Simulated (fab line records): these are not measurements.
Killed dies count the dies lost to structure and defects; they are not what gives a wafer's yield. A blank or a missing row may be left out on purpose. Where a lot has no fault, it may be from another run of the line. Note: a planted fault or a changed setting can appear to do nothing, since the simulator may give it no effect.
The tool behind it: which one?	flow n5 finfet	9 lots, 25 wafers sampled, at 6 steps of a route of 1938

## WHAT EACH GAUGE READ, for each wafer
N5_BEOL_M4_RC_MEAS_101. Usual: DIBL_N 35.8 mV/V, standard deviation 1.5; DIBL_P 35.9 mV/V, standard deviation 1.8; IOFF_N 0.152 nA/um, standard deviation 0.025; IOFF_P 0.21 nA/um, standard deviation 0.031; ION_N 672 uA/um, standard deviation 11; ION_P 462 uA/um, standard deviation 7.4; SS_N 71.5 mV/dec, standard deviation 0.52; SS_P 73.2 mV/dec, standard deviation 0.54; VT_N 250 mV, standard deviation 3; VT_P -250 mV, standard deviation 3.3.
lot	measured	on	DIBL_N (mV/V)	DIBL_P (mV/V)	IOFF_N (nA/um)	IOFF_P (nA/um)	ION_N (uA/um)	ION_P (uA/um)	SS_N (mV/dec)	SS_P (mV/dec)	VT_N (mV)	VT_P (mV)	flag
L591	day 8 10:56	prober-02	37.5 38.5 35.5	36.4 38.3 34.8	0.161 0.195 0.131	0.23 0.27 0.20	675 690 665	467 474 465	71.4 72.0 71.7	73.3 73.9 73.3	249 244 251	-247 -245 -248	
L593	day 9 07:46	prober-01	33.9 34.9 34.1	34.8 35.9 35.4	0.122 0.143 0.125	0.16 0.17 0.16	670 674 665	457 452 459	70.9 70.7 71.5	72.9 73.0 72.6	250 251 251	-254 -252 -256	
L594	day 9 10:22	prober-02	36.1 36.7 36.1	34.1 34.2 35.3	0.143 0.153 0.155	0.20 0.20 0.22	678 659 664	465 449 461	71.3 71.6 70.4	73.3 73.1 73.9	251 249 248	-249 -247 -247	
L595	day 10 03:01	prober-02	36.8 37.5	38.6 38.5	0.155 0.170	0.19 0.20	678 676	459 463	71.0 70.9	73.4 73.9	252 251	-252 -254	
L601	day 10 20:46	prober-01	37.1 34.2 35.5	37.8 34.8 36.5	0.177 0.128 0.145	0.23 0.18 0.20	667 677 672	458 467 459	71.3 71.8 71.3	74.7 73.7 74.1	248 252 251	-248 -250 -253	
L600	day 11 00:23	prober-02	36.5 35.9	35.2 34.6	0.167 0.151	0.21 0.20	681 670	466 462	72.1 70.9	72.9 73.4	251 250	-246 -248	
L603	day 11 06:28	prober-01	35.0 35.6 35.9	34.8 35.4 36.6	0.141 0.143 0.164	0.19 0.20 0.22	677 667 678	463 464 466	71.7 71.7 71.9	72.9 73.0 73.7	249 253 248	-253 -251 -249	
L607	day 12 07:54	prober-02	35.5 34.3 34.1	37.1 37.2 36.0	0.182 0.175 0.154	0.24 0.24 0.21	682 694 675	460 471 460	71.9 71.1 71.2	73.3 72.5 72.7	247 245 250	-247 -250 -248	
L606	day 12 20:54	prober-01	34.6 36.3 35.0	35.8 37.8 36.7	0.160 0.185 0.175	0.20 0.24 0.22	672 692 701	456 470 472	71.6 71.3 71.0	73.2 73.8 73.5	247 245 246	-250 -250 -250	

## WHAT TOOL EACH LOT RAN ON (gives the tool, then ch and the chambers of the sampled wafers, and finally the start)
lot	N5_BEOL_M4_PECVD_72	N5_BEOL_M4_SURFACE_TREAT_85	N5_BEOL_M4_ANNEAL_93	N5_BEOL_M4_CMP_52	N5_BEOL_M4_PRE_CLEAN_60
L591	pecvd-03 ch 0,1, day 8 02:22	pvd sputter-03, day 8 07:14	pvd sputter-03, day 8 08:55	cmp-02 ch 1,2,3, day 8 10:15	cvd co-01 ch 1,2, day 8 10:30
L593	pecvd-04 ch 0,1, day 8 19:23	pvd sputter-03, day 9 04:26	pvd sputter-02, day 9 06:07	cmp-01 ch 1,2,3, day 9 07:05	cvd co-02 ch 0,1,2, day 9 07:18
L594	pecvd-03 ch 1,2, day 9 00:11	pvd sputter-01, day 9 07:06	pvd sputter-03, day 9 08:45	cmp-01 ch 0,2, day 9 09:36	cvd co-01 ch 0,1, day 9 09:56
L595	pecvd-04 ch 1,2, day 9 13:58	pvd sputter-02, day 9 23:02	pvd sputter-01, day 10 00:48	cmp-03 ch 0,3, day 10 01:49	cvd co-01 ch 0,2, day 10 02:08
L601	pecvd-04 ch 1,2, day 10 08:46	pvd sputter-03, day 10 17:36	pvd sputter-02, day 10 19:16	cmp-01 ch 0,1,3, day 10 20:07	cvd co-01 ch 1,2, day 10 20:28
L600	pecvd-04 ch 0,1, day 10 10:55	pvd sputter-03, day 10 20:38	pvd sputter-02, day 10 22:27	cmp-03 ch 0,2, day 10 23:25	cvd co-01 ch 0,1, day 10 23:40
L603	pecvd-04 ch 0,1,2, day 10 18:22	pvd sputter-03, day 11 03:01	pvd sputter-03, day 11 04:40	cmp-03 ch 0,2, day 11 05:41	cvd co-02 ch 0,1,2, day 11 06:01
L607	pecvd-03 ch 1,2, day 11 21:35	pvd sputter-01, day 12 04:01	pvd sputter-01, day 12 05:57	cmp-02 ch 0,1,2, day 12 06:53	cvd co-02 ch 0,1,2, day 12 07:10
L606	pecvd-03 ch 0,1, day 12 04:41	pvd sputter-01, day 12 17:41	pvd sputter-01, day 12 19:26	cmp-01 ch 0,2,3, day 12 20:18	cvd co-01 ch 0,1, day 12 20:38
- N5_BEOL_M4_PECVD_72: deposits SiO2 from TEOS/O2, target thk 16 nm, time 18 s.
- N5_BEOL_M4_SURFACE_TREAT_85
- N5_BEOL_M4_ANNEAL_93: time 240 s.
- N5_BEOL_M4_CMP_52: polishes, stops on SiOC, t overpolish 6.8 s, target thk 40 nm.
- N5_BEOL_M4_PRE_CLEAN_60: time 15 s.

## WHAT THE TOOLS THEMSELVES READ (means of the sampled wafers that have a number; where no wafer has one, the mark that the record gives instead)
N5_BEOL_M4_PECVD_72. Usual: heater power w 703 W, standard deviation 76; showerhead plenum p Torr 8.77 Torr, standard deviation 0.062; susceptor temp C 400.02 C, standard deviation 0.2; throttle valve pct 22.1 %, standard deviation 0.82.
lot	tool	heater power w (W)	showerhead plenum p Torr (Torr)	susceptor temp C (C)	throttle valve pct (%)	flag
L591	pecvd-03	731	8.80	399.97	22.2	
L593	pecvd-04	695	8.75	400.06	21.7	
L594	pecvd-03	756	8.81	400.23	21.2	
L595	pecvd-04	662	8.73	399.93	22.4	
L601	pecvd-04	613	8.72	399.96	22.7	
L600	pecvd-04	671	8.74	399.89	21.7	
L603	pecvd-04	674	8.73	-	22.2	OFF
L607	pecvd-03	664	8.80	400.02	21.4	
L606	pecvd-03	781	8.80	399.98	22.3	

N5_BEOL_M4_ANNEAL_93. Usual: heater power w 813 W, standard deviation 110; susceptor temp C 400.01 C, standard deviation 0.23; susceptor_temp_C_max 400.98, standard deviation 0.27.
lot	tool	heater power w (W)	susceptor temp C (C)	susceptor_temp_C_max	flag
L591	pvd sputter-03	994	400.17	401.00	
L593	pvd sputter-02	898	400.34	401.57	
L594	pvd sputter-03	882	400.01	400.86	
L595	pvd sputter-01	769	399.88	401.00	
L601	pvd sputter-02	845	400.02	400.94	
L600	pvd sputter-02	782	399.84	400.90	
L603	pvd sputter-03	941	399.91	400.86	
L607	pvd sputter-01	730	400.04	400.91	
L606	pvd sputter-01	721	400.29	401.31	

N5_BEOL_M4_CMP_52. Usual: barrier field endpoint s 24.6 s, standard deviation 0.57; head pressure psi 1.0000 psi, standard deviation 0.0021; motor current A 5.8 A, standard deviation 0.75; platen rpm 50.00 rpm, standard deviation 0.038; slurry flow ml min 150.0, standard deviation 0.52.
lot	tool	barrier field endpoint s (s)	head pressure psi (psi)	motor current A (A)	platen rpm (rpm)	slurry flow ml min	flag
L591	cmp-02	24.5	0.9997	5.7	49.94	149.5	
L593	cmp-01	24.3	1.0007	6.0	49.98	150.8	
L594	cmp-01	24.8	0.9988	5.6	49.96	149.8	
L595	cmp-03	25.1	0.9990	5.0	49.96	150.6	
L601	cmp-01	24.8	1.0010	5.9	50.02	150.0	
L600	cmp-03	24.1	1.0005	5.7	49.98	149.7	
L603	cmp-03	23.0	0.9997	5.3	50.00	150.1	
L607	cmp-02	25.3	1.0011	5.4	49.99	150.2	
L606	cmp-01	25.1	0.9985	6.1	49.98	150.0	

N5_BEOL_M4_PRE_CLEAN_60. Usual: heater power w at 85 W, with a standard deviation of 18.
lot	tool	heater power w (W)	flag
L591	cvd co-01	81	
L593	cvd co-02	90	
L594	cvd co-01	81	
L595	cvd co-01	82	
L601	cvd co-01	81	
L600	cvd co-01	81	
L603	cvd co-02	87	
L607	cvd co-02	86	
L606	cvd co-01	82	

## THE ANSWER, worked out from the rows above alone
Rule: take the mean of a lot's wafers that have a number; if it is more than 3 standard deviations from the usual mean, the lot is off. Also off: a lot with no number at a reading for which 4 or more lots have one. The other lots that the step has rows for count as sound. After the gauges, taken in route order, come the tools' own readings; for these a lot's mean is taken, as printed above. The first step at which some lot is off is used, and at that step the reading that is off furthest; a lot without a number counts as furthest.
Off: L603, at N5_BEOL_M4_PECVD_72 (susceptor temp C). Without a number there: L603.
If a tool, at that step or one of the process steps before it, ran each lot that is off and ran no sound lot following the first of them, it fits. One fits: pecvd-04 at N5_BEOL_M4_PECVD_72. A fault onset in the window from L600 (day 10 10:55, its last sound lot) to L603 (day 10 18:22, its first lot off) fits.
Blank at N5_BEOL_M4_PECVD_72 on the lots that are off, where sound lots have numbers: susceptor temp C.

## WHAT WAS PUT IN BY THE SIMULATOR
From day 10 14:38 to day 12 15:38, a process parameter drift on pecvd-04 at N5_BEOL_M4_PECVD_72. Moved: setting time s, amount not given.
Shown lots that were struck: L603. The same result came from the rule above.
